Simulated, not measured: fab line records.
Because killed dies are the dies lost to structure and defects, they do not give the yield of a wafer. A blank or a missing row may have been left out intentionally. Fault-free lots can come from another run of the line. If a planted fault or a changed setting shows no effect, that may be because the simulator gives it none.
Chamber matching / flow n5Finfet / N5_BEOL_M9_PECVD_70 on pecvd-01: 3 sister chambers
The step deposits SiO2 from TEOS/O2, target thk 20 nm, time 22.7 s. 16 wafers are shown with their chamber, then 8 later ones without.

== WAFERS WITH THEIR CHAMBER ==
wafer=L080.1; chamber=0; throttleValvePct (%)=20.6; heaterPowerW (W)=771; showerheadVppV (V)=1294
wafer=L080.4; chamber=2; throttleValvePct (%)=22.1; heaterPowerW (W)=892; showerheadVppV (V)=1262
wafer=L080.5; chamber=1; throttleValvePct (%)=22.2; heaterPowerW (W)=682; showerheadVppV (V)=1212
wafer=L083.2; chamber=2; throttleValvePct (%)=22.0; heaterPowerW (W)=862; showerheadVppV (V)=1270
wafer=L083.3; chamber=1; throttleValvePct (%)=22.5; heaterPowerW (W)=597; showerheadVppV (V)=1205
wafer=L083.5; chamber=2; throttleValvePct (%)=22.1; heaterPowerW (W)=889; showerheadVppV (V)=1266
wafer=L085.3; chamber=2; throttleValvePct (%)=22.0; heaterPowerW (W)=873; showerheadVppV (V)=1259
wafer=L085.4; chamber=0; throttleValvePct (%)=20.4; heaterPowerW (W)=746; showerheadVppV (V)=1270
wafer=L085.6; chamber=2; throttleValvePct (%)=22.3; heaterPowerW (W)=894; showerheadVppV (V)=1291
wafer=L087.2; chamber=1; throttleValvePct (%)=22.5; heaterPowerW (W)=687; showerheadVppV (V)=1221
wafer=L087.5; chamber=2; throttleValvePct (%)=22.0; heaterPowerW (W)=838; showerheadVppV (V)=1283
wafer=L087.6; chamber=0; throttleValvePct (%)=20.3; heaterPowerW (W)=714; showerheadVppV (V)=1284
wafer=L089.3; chamber=1; throttleValvePct (%)=22.4; heaterPowerW (W)=609; showerheadVppV (V)=1191
wafer=L089.4; chamber=2; throttleValvePct (%)=21.8; heaterPowerW (W)=897; showerheadVppV (V)=1293
wafer=L089.6; chamber=1; throttleValvePct (%)=22.2; heaterPowerW (W)=592; showerheadVppV (V)=1199
wafer=L090.2; chamber=1; throttleValvePct (%)=22.4; heaterPowerW (W)=607; showerheadVppV (V)=1198

SIGNATURES, as means of the wafers listed above
reading=throttleValvePct; chamber 0=20.433; chamber 1=22.367; chamber 2=22.043; scatter within a chamber=0.146
reading=heaterPowerW; chamber 0=743.67; chamber 1=629.00; chamber 2=877.86; scatter within a chamber=32.7
reading=showerheadVppV; chamber 0=1282.67; chamber 1=1204.33; chamber 2=1274.86; scatter within a chamber=12.6
Rule: a wafer's distance from a chamber is the root of the sum, over the readings, of the square of ((its reading less the chamber's mean) divided by the reading's scatter). If the next closest chamber is less than 2 further off than the closest, the wafer can't be placed; otherwise it belongs to the closest. The scatter is the square root of a quotient: the sum, over the shown wafers, of each reading's squared deviation from its chamber's mean, divided by wafers minus chambers.

== WAFERS WITHOUT THEIR CHAMBER ==
wafer=L090.4; throttleValvePct (%)=22.3; heaterPowerW (W)=878; showerheadVppV (V)=1283
wafer=L090.6; throttleValvePct (%)=20.6; heaterPowerW (W)=754; showerheadVppV (V)=1306
wafer=L091.1; throttleValvePct (%)=20.6; heaterPowerW (W)=788; showerheadVppV (V)=1283
wafer=L091.3; throttleValvePct (%)=22.2; heaterPowerW (W)=855; showerheadVppV (V)=1287
wafer=L091.6; throttleValvePct (%)=22.2; heaterPowerW (W)=838; showerheadVppV (V)=1291
wafer=L096.1; throttleValvePct (%)=22.7; heaterPowerW (W)=690; showerheadVppV (V)=1194
wafer=L096.2; throttleValvePct (%)=22.5; heaterPowerW (W)=808; showerheadVppV (V)=1285
wafer=L096.3; throttleValvePct (%)=20.4; heaterPowerW (W)=780; showerheadVppV (V)=1286

== EACH ONE'S CHAMBER ==
wafer=L090.4; from the rows above=2; in truth=2
wafer=L090.6; from the rows above=0; in truth=0
wafer=L091.1; from the rows above=0; in truth=0
wafer=L091.3; from the rows above=2; in truth=2
wafer=L091.6; from the rows above=2; in truth=2
wafer=L096.1; from the rows above=1; in truth=1
wafer=L096.2; from the rows above=2; in truth=2
wafer=L096.3; from the rows above=0; in truth=0
Correct placement for 8 of the 8. Left unplaced by these rows: 0. Wrongly placed: 0.
